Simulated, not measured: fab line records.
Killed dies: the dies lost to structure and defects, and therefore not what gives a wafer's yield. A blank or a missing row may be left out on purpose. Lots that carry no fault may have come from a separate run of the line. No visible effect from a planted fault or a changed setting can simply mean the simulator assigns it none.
fab line records	flow n5_finfet
record: lots: 7	wafers: 39
route steps=1938 shown PMOS_HMC_CHANNEL_EPI@73 HKMG_FIN@397 MOL_CONTACT_COAG@559 BEOL_M0_SAQP@676 BEOL_M0_CUTY@711 BEOL_M0@715
start_h: the number of hours between the record's first day and the start of the first shown wafer of the lot	wait_h: time in hours since the lot's previous step	" the same as in the row above	L1.1+2: one row covering several wafers at once	- either no value or no given start	* or withheld: withheld	< > ~ a bound
route shown NAME@n: names a module that has steps shown in the file, with the first one's number in the route	usual: mean and standard deviation over wafers with no fault	same: alike in all rows	chamber/n: place in a boat	sites: the reading at each site	_std_site: their standard deviation	_edge_site: outer sites' mean less inner sites'	radius_mm: for every site, how far away it sits from the centre of the wafer	mask NAME#n: copy n	behind: the tool/chamber that last shaped the wafer	hold: reason for holding the lot/hours on hold/outcome of the hold	device: transistor that didn't switch, given as n, p or np	end of line: the same wafers' tests at the end of the route	a step without rows: its recipe alone	killed: dies lost to structure and defects at the first sort, not the wafer's yield	map: the dies of a wafer, with x for killed, . for not killed, _ for no die there
set.NAME: the run value of the setting; set.NAME@STEP: its run value at that earlier step	model.NAME: the simulator's own value behind a step, which no gauge read
one table per step and one row per wafer, for lots whose settings were changed on purpose
== steps ==
step: N5_PMOS_HMC_CHANNEL_EPI_ETCH_38
recipe: chemistry: CF4	target: SiO2	target_depth_a: 15	ion_energy_ev: 350	pressure_mtorr: 10	icp_w: 800	bias_w: 400	cf4_flow_sccm: 80
lot.wafer	tool	chamber	start_h	wait_h	set.target_depth_a	model.etch.depth_nm
L083.1	rie_si-03	1	72.32	0.0	15	1.475
L083.2	"	0	"	"	23.67	2.409
L083.3	"	2	"	"	15	1.473
L083.4	"	3	"	"	23.67	2.368
L083.5	"	1	"	"	15	1.481
L083.6	"	0	"	"	23.67	2.385
L084.1	rie_si-01	3	77.86	0.0	15	1.487
L084.2	"	0	"	"	15	1.474
L084.3	"	1	"	"	15	1.51
L084.4	"	3	"	"	15	1.494
L084.5	"	1	"	"	15	1.501
L084.6	"	0	"	"	15	1.492
L085.1	rie_si-05	0	83.58	0.0	20.64	2.1
L085.2	"	2	"	"	15	1.519
L085.3	"	3	"	"	20.64	2.08
L085.4	"	1	"	"	20.64	2.036
L085.5	"	3	"	"	15	1.505
L085.6	"	2	"	"	15	1.513
L086.1+3	rie_si-05	3,1	89.64	0.0	15	1.506
L086.2	"	0	"	"	19.25	1.972
L086.4	"	2	"	"	15	1.512
L086.5	"	0	"	"	19.25	1.969
L086.6	"	1	"	"	19.25	1.912
L091.1	rie_si-05	0	120.84	0.0	20.77	2.118
L091.2	"	2	"	"	15	1.52
L091.3	"	1	"	"	20.77	2.072
L091.4	"	3	"	"	20.77	2.074
L091.5	"	0	"	"	15	1.526
L091.6	"	3	"	"	15	1.498
L092.3	rie_si-03	1	126.03	0.0	15	1.468
L092.4	"	3	"	"	15	1.495
L092.5	"	3	"	"	15	1.514
L094.1	rie_si-01	1	139.33	0.0	15	1.521
L094.2+6	"	3,0	"	"	15	1.509
L094.3	"	0	"	"	15	1.492
L094.4	"	3	"	"	15	1.515
L094.5	"	1	"	"	15	1.517
step: N5_HKMG_FIN_DEVELOP_48
recipe: develop_time_s: 30	developer: TMAH	resist: CAR-ArF	rinse_liquid: diw	dry: air_spin	dev_temp_c: 23
lot.wafer	tool	chamber	start_h	wait_h	set.develop_time_s
L084.1+4+6	litho_track-02	0	-	-	30
L084.2+3+5	"	0	"	"	35.79
L083.1+5+6	litho_track-04	0	-	-	47.59
L083.2+3+4	"	0	"	"	30
L085.1+3+5	litho_track-05	0	-	-	30
L085.2+4+6	"	0	"	"	21.53
L086.1+2+5	litho_track-04	0	-	-	39.79
L086.3+4+6	"	0	"	"	30
L091.1+4+5	litho_track-05	0	-	-	45.76
L091.2+3+6	"	0	"	"	30
L092.3+4+5	litho_track-02	0	-	-	30
L094.1+2+5	litho_track-02	0	-	-	30
L094.3+4+6	"	0	"	"	15.78
step: N5_HKMG_FIN_CD_MEAS_49
recipe: target_cd_nm: 202	landing_energy_ev: 500	detector: se_inlens	polarity: opening
usual: cd_nm: 201.9/0.55
lot.wafer	tool	chamber	start_h	wait_h	set.develop_time_s@HKMG_FIN_DEVELOP_48	cd_nm
L084.1	cd_sem-02	0	131.85	-	30	202.0
L084.2	"	0	"	"	35.79	202.6
L084.3	"	0	"	"	35.79	202.4
L084.4	"	0	"	"	30	201.5
L084.5	"	0	"	"	35.79	201.8
L084.6	"	0	"	"	30	201.3
L083.1	cd_sem-03	0	133.78	-	47.59	204.8
L083.2	"	0	"	"	30	202.9
L083.3	"	0	"	"	30	202.5
L083.4	"	0	"	"	30	202.6
L083.5	"	0	"	"	47.59	204.6
L083.6	"	0	"	"	47.59	205.2
L085.1	cd_sem-01	0	141.57	-	30	202.6
L085.2	"	0	"	"	21.53	200.8
L085.3	"	0	"	"	30	202.2
L085.4	"	0	"	"	21.53	201.1
L085.5	"	0	"	"	30	202.9
L085.6	"	0	"	"	21.53	200.3
L086.1	cd_sem-02	0	143.79	-	39.79	203.8
L086.2	"	0	"	"	39.79	202.3
L086.3	"	0	"	"	30	202.0
L086.4	"	0	"	"	30	201.3
L086.5	"	0	"	"	39.79	202.4
L086.6	"	0	"	"	30	201.9
L091.1	cd_sem-02	0	174.10	-	45.76	203.4
L091.2	"	0	"	"	30	200.8
L091.3	"	0	"	"	30	201.5
L091.4	"	0	"	"	45.76	203.5
L091.5	"	0	"	"	45.76	202.8
L091.6	"	0	"	"	30	201.6
L092.3	cd_sem-03	0	183.91	-	30	201.2
L092.4	"	0	"	"	30	201.9
L092.5	"	0	"	"	30	201.7
L094.1	cd_sem-01	0	191.36	-	30	202.3
L094.2	"	0	"	"	30	202.4
L094.3	"	0	"	"	15.78	198.6
L094.4	"	0	"	"	15.78	199.1
L094.5	"	0	"	"	30	202.2
L094.6	"	0	"	"	15.78	198.8
step: N5_HKMG_FIN_DESCUM_53
recipe: chemistry: O2	time_s: 7.9	source_power_w: 50	bias_power_w: 20	pressure_mtorr: 20	rf_frequency_hz: 2.712e+07	temp_c: 40	resist: CAR-ArF	o2_flow_sccm: 225
step: N5_HKMG_FIN_ETCH_54
recipe: chemistry: CF4	target: SiARC	target_depth_a: 455	mask_material: CAR-ArF	time_s: 75.8	ion_energy_ev: 80	pressure_mtorr: 40	source_w: 545	bias_w: 36	Ar_flow_sccm: 100	cf4_flow_sccm: 100	ends: cleared
lot.wafer	tool	chamber	start_h	wait_h	set.develop_time_s@HKMG_FIN_DEVELOP_48	model.HKMG_FIN.cd_offset_nm
L084.1	rie_diel-01	3	131.97	0.0	30	0.2
L084.2	"	2	"	"	35.79	0.6
L084.3	"	0	"	"	35.79	0.4
L084.4	"	1	"	"	30	-0.6
L084.5	"	0	"	"	35.79	0
L084.6	"	3	"	"	30	-0.8
L083.1	rie_diel-06	0	133.90	0.0	47.59	2.6
L083.2	"	3	"	"	30	1.2
L083.3+4	"	2,1	"	"	30	0.6
L083.5	"	3	"	"	47.59	2.8
L083.6	"	0	"	"	47.59	3.2
L085.1	rie_diel-02	0	141.94	0.0	30	0.8
L085.2	"	3	"	"	21.53	-1.2
L085.3	"	2	"	"	30	0
L085.4	"	1	"	"	21.53	-1
L085.5	"	3	"	"	30	0.4
L085.6	"	2	"	"	21.53	-1.8
L086.1	rie_diel-06	1	143.91	0.0	39.79	2
L086.2	"	0	"	"	39.79	0.4
L086.3	"	2	"	"	30	0.2
L086.4	"	3	"	"	30	-0.4
L086.5	"	3	"	"	39.79	1
L086.6	"	0	"	"	30	0
L091.1	rie_diel-02	2	174.23	0.0	45.76	1.2
L091.2	"	1	"	"	30	-1.2
L091.3	"	3	"	"	30	-0.8
L091.4	"	1	"	"	45.76	1.4
L091.5	"	2	"	"	45.76	1
L091.6	"	3	"	"	30	-0.4
L092.3+4	rie_diel-02	3,2	184.03	0.0	30	-0.4
L092.5	"	3	"	"	30	-0.2
L094.1	rie_diel-01	1	191.98	0.0	30	0.4
L094.2	"	0	"	"	30	0
L094.3+6	"	3,0	"	"	15.78	-3.4
L094.4	"	1	"	"	15.78	-2.8
L094.5	"	3	"	"	30	0.6
step: N5_HKMG_FIN_ETCH_55
recipe: chemistry: N2/H2	target: SOC	target_depth_a: 2400	temp_c: 40	time_s: 300	ion_energy_ev: 200	mask_material: SiARC	pressure_mtorr: 30	source_w: 840	bias_w: 150	n2_flow_sccm: 200	h2_flow_sccm: 200
lot.wafer	tool	chamber	start_h	wait_h	set.develop_time_s@HKMG_FIN_DEVELOP_48	model.HKMG_FIN.cd_offset_nm
L084.1	rie_diel-01	3	132.03	0.0	30	0
L084.2	"	2	"	"	35.79	0.8
L084.3+5	"	0	"	"	35.79	-0.2
L084.4+6	"	1,3	"	"	30	-0.8
L083.1+5	rie_diel-06	0,3	133.96	0.0	47.59	3
L083.2+3	"	3,2	"	"	30	1
L083.4	"	1	"	"	30	0.8
L083.6	"	0	"	"	47.59	3.8
L085.1+3	rie_diel-02	0,2	141.99	0.0	30	0.4
L085.2+4+6	"	3,1,2	"	"	21.53	-1.2
L085.5	"	3	"	"	30	0.2
L086.1	rie_diel-06	1	143.97	0.0	39.79	2
L086.2	"	0	"	"	39.79	0.6
L086.3+6	"	2,0	"	"	30	0.2
L086.4	"	3	"	"	30	-0.4
L086.5	"	3	"	"	39.79	1
L091.1	rie_diel-02	2	174.28	0.0	45.76	1.6
L091.2	"	1	"	"	30	-1.2
L091.3	"	3	"	"	30	-0.8
L091.4	"	1	"	"	45.76	1.2
L091.5	"	2	"	"	45.76	1.4
L091.6	"	3	"	"	30	0
L092.3+5	rie_diel-02	3	184.09	0.0	30	0
L092.4	"	2	"	"	30	0.2
L094.1	rie_diel-01	1	192.03	0.0	30	0.2
L094.2	"	0	"	"	30	-0.2
L094.3	"	3	"	"	15.78	-3.2
L094.4	"	1	"	"	15.78	-2.6
L094.5	"	3	"	"	30	1.2
L094.6	"	0	"	"	15.78	-3.8
step: N5_MOL_CONTACT_COAG_ALD_27
recipe: material: SiOC	target_thk_a: 170	temp_c: 400	ald_precursor_family: carbosiloxane	ald_co_reactant: H2-plasma	pulse_time_s: 1.5	time_s: 2720	purge_time_s: 2	co_reactant_purge_time_s: 2	ald_cycles: 340	pressure_torr: 2
lot.wafer	tool	chamber	start_h	wait_h	set.ald_cycles	model.SiOC_of_MOL_CONTACT_COAG_ALD_27.thk_nm
L084.1+3	ald_sin-02	3,0	153.49	0.0	340	17
L084.2+4+5	"	2,1,1	"	"	483	24
L084.6	"	0	"	"	340	16.8
L083.1+2+4	ald_sin-02	3,2,0	157.64	0.1	340	17
L083.3+5+6	"	1,1,2	"	"	530	26.4
L085.1+2+4+5	ald_sin-01	1,0,3,2	164.77	0.0	340	17
L085.3+6	"	2,1	"	"	340	17.2
L086.1+2	ald_sin-03	1,0	168.44	0.0	204	10.2
L086.3	"	2	"	"	204	10
L086.4+5+6	"	3,3,2	"	"	340	17
L091.1+4+6	ald_sin-01	3,2,0	196.47	0.0	538	26.8
L091.2	"	0	"	"	340	16.8
L091.3+5	"	1,3	"	"	340	17
L092.3+4+5	ald_sin-03	1,3,0	207.20	0.3	340	17
L094.1+3	ald_sin-03	0,3	215.93	0.0	491	24.6
L094.2+5+6	"	1,1,0	"	"	340	17
L094.4	"	2	"	"	491	24.4
step: N5_BEOL_M0_SAQP_SPACER2_ALD_26
recipe: material: SiO2	target_thk_a: 150	temp_c: 300	ald_precursor_family: BDEAS	ald_co_reactant: O2-plasma	pulse_time_s: 1	purge_time_s: 2	co_reactant_purge_time_s: 2	pressure_torr: 2
lot.wafer	tool	chamber	start_h	wait_h	set.target_thk_a	model.SiO2_of_BEOL_M0_SAQP_SPACER2_ALD_26.thk_nm
L084.1+2+3+4+5+6	ald_sin-01	1,3,0,2,3,2	169.73	0.1	150	15
L083.1+2+3+4+6	ald_sin-01	2,1,0,3,2	171.77	0.1	150	15
L083.5	"	1	"	"	150	14.8
L085.1+2+4	ald_sin-04	0,1,2	178.13	0.3	150	15
L085.3	"	3	"	"	79	7.8
L085.5+6	"	2,3	"	"	79	8
L086.1+2+3+4+5+6	ald_sin-01	3,1,2,0,3,2	182.86	0.1	150	15
L091.1+2+3	ald_sin-01	3,2,0	211.28	0.3	198.8	19.8
L091.4+5+6	"	1,2,3	"	"	150	15
L092.3+4	ald_sin-04	2,3	222.98	0.1	150	15
L092.5	"	3	"	"	150	14.8
L094.1	ald_sin-01	0	230.70	0.1	192.9	19.4
L094.2+3	"	1,3	"	"	192.9	19.2
L094.4+5+6	"	2,0,1	"	"	150	15
step: N5_BEOL_M0_SAQP_SPACER2_ETCHBACK_27
recipe: chemistry: CHF3/O2	mode: anisotropic_etchback	target: SiO2	target_depth_a: 225	time_s: 11.25	pressure_mtorr: 30	source_w: 650	bias_w: 170	Ar_flow_sccm: 200	CHF3_flow_sccm: 50	O2_flow_sccm: 5	ion_energy_ev: 200
step: N5_BEOL_M0_SAQP_MANDREL2_REMOVE_110
recipe: chemistry: HBr/Cl2/O2	bt_time_s: 10	target: a-Si	stop_on: SiCN	endpoint: OES-SiCl	over_etch_frac: 1	icp_w: 600	bias_w: 30	HBr_flow_sccm: 150	Cl2_flow_sccm: 80	O2_flow_sccm: 5	pressure_mtorr: 10
lot.wafer	tool	chamber	start_h	wait_h	set.target_thk_a@BEOL_M0_SAQP_SPACER2_ALD_26	model.BEOL_M0_SAQP.cd_nm
L084.1+3+4+5+6	rie_si-03	2,0,3,0,3	170.36	0.1	150	15
L084.2	"	1	"	"	150	14.8
L083.1+4+5+6	rie_si-03	3,0,0,3	172.56	0.1	150	14.8
L083.2+3	"	2,1	"	"	150	15
L085.1+2+4	rie_si-03	2,0,3	178.76	0.1	150	15
L085.3+6	"	1,0	"	"	79	7.8
L085.5	"	1	"	"	79	8
L086.1+3+4+5	rie_si-03	2,1,3,2	183.50	0.1	150	15
L086.2+6	"	0,3	"	"	150	14.8
L091.1	rie_si-03	3	211.92	0.1	198.8	19.6
L091.2+3	"	1,0	"	"	198.8	19.8
L091.4+6	"	2,0	"	"	150	15
L091.5	"	1	"	"	150	14.8
L092.3	rie_si-05	2	223.61	0.1	150	15.2
L092.4+5	"	0,2	"	"	150	15
L094.1+3	rie_si-05	3,2	231.34	0.1	192.9	19.4
L094.2	"	0	"	"	192.9	19.2
L094.4+5+6	"	0,2,3	"	"	150	15
step: N5_BEOL_M0_SAQP_CD_MEAS_29
recipe: target_cd_nm: 14.4	landing_energy_ev: 1000	detector: se_inlens
usual: cd_nm: 14.99/0.21
lot.wafer	tool	chamber	start_h	wait_h	set.target_thk_a@BEOL_M0_SAQP_SPACER2_ALD_26	cd_nm
L084.1	cd_sem-02	0	170.47	0.1	150	14.58
L084.2	"	0	"	"	150	14.79
L084.3	"	0	"	"	150	15.38
L084.4	"	0	"	"	150	14.82
L084.5	"	0	"	"	150	14.96
L084.6	"	0	"	"	150	14.92
L083.1	cd_sem-03	0	172.67	0.1	150	15.06
L083.2	"	0	"	"	150	15.09
L083.3	"	0	"	"	150	14.77
L083.4	"	0	"	"	150	14.79
L083.5	"	0	"	"	150	14.98
L083.6	"	0	"	"	150	14.47
L085.1	cd_sem-01	0	178.87	0.1	150	14.98
L085.2	"	0	"	"	150	15.15
L085.3	"	0	"	"	79	7.93
L085.4	"	0	"	"	150	14.74
L085.5	"	0	"	"	79	7.95
L085.6	"	0	"	"	79	7.89
L086.1	cd_sem-03	0	183.61	0.1	150	14.97
L086.2	"	0	"	"	150	15.10
L086.3	"	0	"	"	150	14.80
L086.4	"	0	"	"	150	14.74
L086.5	"	0	"	"	150	15.09
L086.6	"	0	"	"	150	14.88
L091.1	cd_sem-02	0	212.03	0.1	198.8	19.76
L091.2	"	0	"	"	198.8	19.90
L091.3	"	0	"	"	198.8	19.77
L091.4	"	0	"	"	150	15.05
L091.5	"	0	"	"	150	14.99
L091.6	"	0	"	"	150	14.76
L092.3	cd_sem-02	0	223.73	0.1	150	15.14
L092.4	"	0	"	"	150	14.82
L092.5	"	0	"	"	150	14.93
L094.1	cd_sem-01	0	231.45	0.1	192.9	19.15
L094.2	"	0	"	"	192.9	19.18
L094.3	"	0	"	"	192.9	19.55
L094.4	"	0	"	"	150	15.38
L094.5	"	0	"	"	150	14.56
L094.6	"	0	"	"	150	15.15
step: N5_BEOL_M0_SAQP_COAT_69
recipe: resist: SOC	temp_c: 250	time_s: 60	spin_rpm: 1500	resist_thk_nm: 90
step: N5_BEOL_M0_SAQP_COAT_72
recipe: resist: SiARC	temp_c: 220	time_s: 60	spin_rpm: 1500	resist_thk_nm: 15
step: N5_BEOL_M0_CUTY_DESCUM_61
recipe: chemistry: O2	time_s: 7.9	source_power_w: 50	bias_power_w: 20	pressure_mtorr: 20	rf_frequency_hz: 2.712e+07	temp_c: 40	resist: CAR-ArF-block	o2_flow_sccm: 225
step: N5_BEOL_M0_CUTY_ETCH_62
recipe: chemistry: CF4	target: SiARC	mask_material: CAR-ArF-block	time_s: 58.5	ion_energy_ev: 80	pressure_mtorr: 40	source_w: 545	bias_w: 36	Ar_flow_sccm: 100	cf4_flow_sccm: 100	ends: cleared
step: N5_BEOL_M0_CUTY_ETCH_63
recipe: chemistry: N2/H2	target: SOC	target_depth_a: 827	overetch_a: 165	mask_material: SiARC	temp_c: 40	ion_energy_ev: 200	time_s: 124	pressure_mtorr: 30	source_w: 840	bias_w: 150	n2_flow_sccm: 200	h2_flow_sccm: 200
lot.wafer	tool	chamber	start_h	wait_h	set.target_thk_a@BEOL_M0_SAQP_SPACER2_ALD_26	model.SiO2_of_BEOL_M0_SAQP_SPACER2_ALD_26.thk_nm
L084.1+2+3+4+5	rie_diel-01	3,0,2,1,3	172.64	0.0	150	7
L084.6	"	0	"	"	150	7.2
L083.1+2+3+4+5+6	rie_diel-01	0,2,1,3,3,0	174.72	0.0	150	7
L085.1+2+4	rie_diel-01	2,0,1	181.02	0.0	150	7.2
L085.3+5+6	"	3,3,0	"	"	79	1.6
L086.1+6	rie_diel-01	1,3	185.51	0.0	150	7
L086.2+3+4+5	"	0,3,1,0	"	"	150	7.2
L091.1+2+3	rie_diel-02	2,3,0	214.07	0.0	198.8	12
L091.4+5	"	1,2	"	"	150	7
L091.6	"	1	"	"	150	7.2
L092.3+4	rie_diel-01	3,0	225.81	0.0	150	7.2
L092.5	"	3	"	"	150	7
L094.1	rie_diel-06	1	233.38	0.0	192.9	11.6
L094.2	"	2	"	"	192.9	11.2
L094.3	"	0	"	"	192.9	11.4
L094.4+5	"	3,0	"	"	150	7
L094.6	"	1	"	"	150	7.2
step: N5_BEOL_M0_CUTY_STRIP_64
recipe: chemistry: N2/H2	temp_c: 40	n2_flow_sccm: 200	h2_flow_sccm: 200	rf_frequency_hz: 6e+07
step: N5_BEOL_M0_ETCH_138
recipe: chemistry: CH3F/O2	target_depth_a: 120	target: SiCN	time_s: 31.6	ion_energy_ev: 120	pressure_mtorr: 30	source_w: 395	bias_w: 75	Ar_flow_sccm: 150	CH3F_flow_sccm: 30	O2_flow_sccm: 20	ends: cleared
lot.wafer	tool	chamber	start_h	wait_h	set.target_thk_a@BEOL_M0_SAQP_SPACER2_ALD_26	model.SiO2_of_BEOL_M0_SAQP_SPACER2_ALD_26.thk_nm
L084.1+3+4+5	rie_diel-01	3,2,1,3	172.76	0.0	150	5
L084.2+6	"	0	"	"	150	5.2
L083.1+2+3+4+6	rie_diel-01	0,2,1,3,0	174.85	0.0	150	5
L083.5	"	3	"	"	150	4.8
L085.1+2	rie_diel-01	2,0	181.14	0.0	150	5.2
L085.3+5+6	"	3,3,0	"	"	79	0.8
L085.4	"	1	"	"	150	5
L086.1+6	rie_diel-01	1,3	185.63	0.0	150	5
L086.2+3+4+5	"	0,3,1,0	"	"	150	5.2
L091.1+2+3	rie_diel-02	2,3,0	214.19	0.0	198.8	10
L091.4+6	"	1	"	"	150	5
L091.5	"	2	"	"	150	5.2
L092.3+4	rie_diel-01	3,0	225.93	0.0	150	5.2
L092.5	"	3	"	"	150	5
L094.1	rie_diel-06	1	233.50	0.0	192.9	9.6
L094.2	"	2	"	"	192.9	9.2
L094.3	"	0	"	"	192.9	9.4
L094.4+6	"	3,1	"	"	150	5.2
L094.5	"	0	"	"	150	5
step: N5_BEOL_M0_HM_OPEN_105
recipe: chemistry: Cl2/BCl3	target_depth_a: 120	target: TiN	ion_energy_ev: 150	pressure_mtorr: 10	icp_w: 1000	bias_w: 126	Cl2_flow_sccm: 53.25	bcl3_flow_sccm: 21.75	Ar_flow_sccm: 25
lot.wafer	tool	chamber	start_h	wait_h	set.target_thk_a@BEOL_M0_SAQP_SPACER2_ALD_26	model.SiO2_of_BEOL_M0_SAQP_SPACER2_ALD_26.thk_nm
L084.1+4+6	rie_metal-03	1,1,0	172.96	0.2	150	2.8
L084.2+3+5	"	0,0,1	"	"	150	2.6
L083.1+2+3+4+6	rie_metal-03	1,0,0,1,0	178.71	3.8	150	2.6
L083.5	"	1	"	"	150	2.4
L085.1+2	rie_metal-02	1,0	182.29	1.1	150	2.8
L085.3+5+6	"	0,1,0	"	"	79	0.4
L085.4	"	1	"	"	150	2.6
L086.1+2+3+4+5+6	rie_metal-03	1,0,0,1,0,1	188.72	3.0	150	2.8
L091.1	rie_metal-01	0	214.45	0.2	198.8	7.4
L091.2+3	"	1	"	"	198.8	7.6
L091.4+5	"	0	"	"	150	2.6
L091.6	"	1	"	"	150	2.8
L092.3+4	rie_metal-01	1,0	226.12	0.1	150	2.8
L092.5	"	0	"	"	150	2.6
L094.1	rie_metal-01	0	234.11	0.6	192.9	7.2
L094.2	"	1	"	"	192.9	6.8
L094.3	"	0	"	"	192.9	7
L094.4+6	"	1,0	"	"	150	2.8
L094.5	"	1	"	"	150	2.6
== key ==
split: step: N5_PMOS_HMC_CHANNEL_EPI_ETCH_38	setting: target_depth_a	stated: 15	by: wafer
response: step: N5_PMOS_HMC_CHANNEL_EPI_ETCH_38	reading: model.etch.depth_nm	change: +0.0154	per: 1%	r: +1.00
split: step: N5_HKMG_FIN_DEVELOP_48	setting: develop_time_s	stated: 30	by: wafer
response: step: N5_HKMG_FIN_CD_MEAS_49	reading: cd_nm	change: +0.0464	per: 1%	r: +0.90
response: step: N5_HKMG_FIN_ETCH_54	reading: model.HKMG_FIN.cd_offset_nm	change: +0.0464	per: 1%	r: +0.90
response: step: N5_HKMG_FIN_ETCH_55	reading: model.HKMG_FIN.cd_offset_nm	change: +0.0479	per: 1%	r: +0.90
split: step: N5_MOL_CONTACT_COAG_ALD_27	setting: ald_cycles	stated: 340	by: wafer
response: step: N5_MOL_CONTACT_COAG_ALD_27	reading: model.SiOC_of_MOL_CONTACT_COAG_ALD_27.thk_nm	change: +0.169	per: 1%	r: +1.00
split: step: N5_BEOL_M0_SAQP_SPACER2_ALD_26	setting: target_thk_a	stated: 150	by: wafer
response: step: N5_BEOL_M0_SAQP_SPACER2_ALD_26	reading: model.SiO2_of_BEOL_M0_SAQP_SPACER2_ALD_26.thk_nm	change: +0.149	per: 1%	r: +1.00
response: step: N5_BEOL_M0_SAQP_MANDREL2_REMOVE_110	reading: model.BEOL_M0_SAQP.cd_nm	change: +0.15	per: 1%	r: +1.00
response: step: N5_BEOL_M0_SAQP_CD_MEAS_29	reading: cd_nm	change: +0.149	per: 1%	r: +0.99
response: step: N5_BEOL_M0_CUTY_ETCH_63	reading: model.SiO2_of_BEOL_M0_SAQP_SPACER2_ALD_26.thk_nm	change: +0.133	per: 1%	r: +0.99
response: step: N5_BEOL_M0_ETCH_138	reading: model.SiO2_of_BEOL_M0_SAQP_SPACER2_ALD_26.thk_nm	change: +0.118	per: 1%	r: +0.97
response: step: N5_BEOL_M0_HM_OPEN_105	reading: model.SiO2_of_BEOL_M0_SAQP_SPACER2_ALD_26.thk_nm	shape: bent	at_lowest: 0.4	at_stated: 2.7	at_highest: 7.533
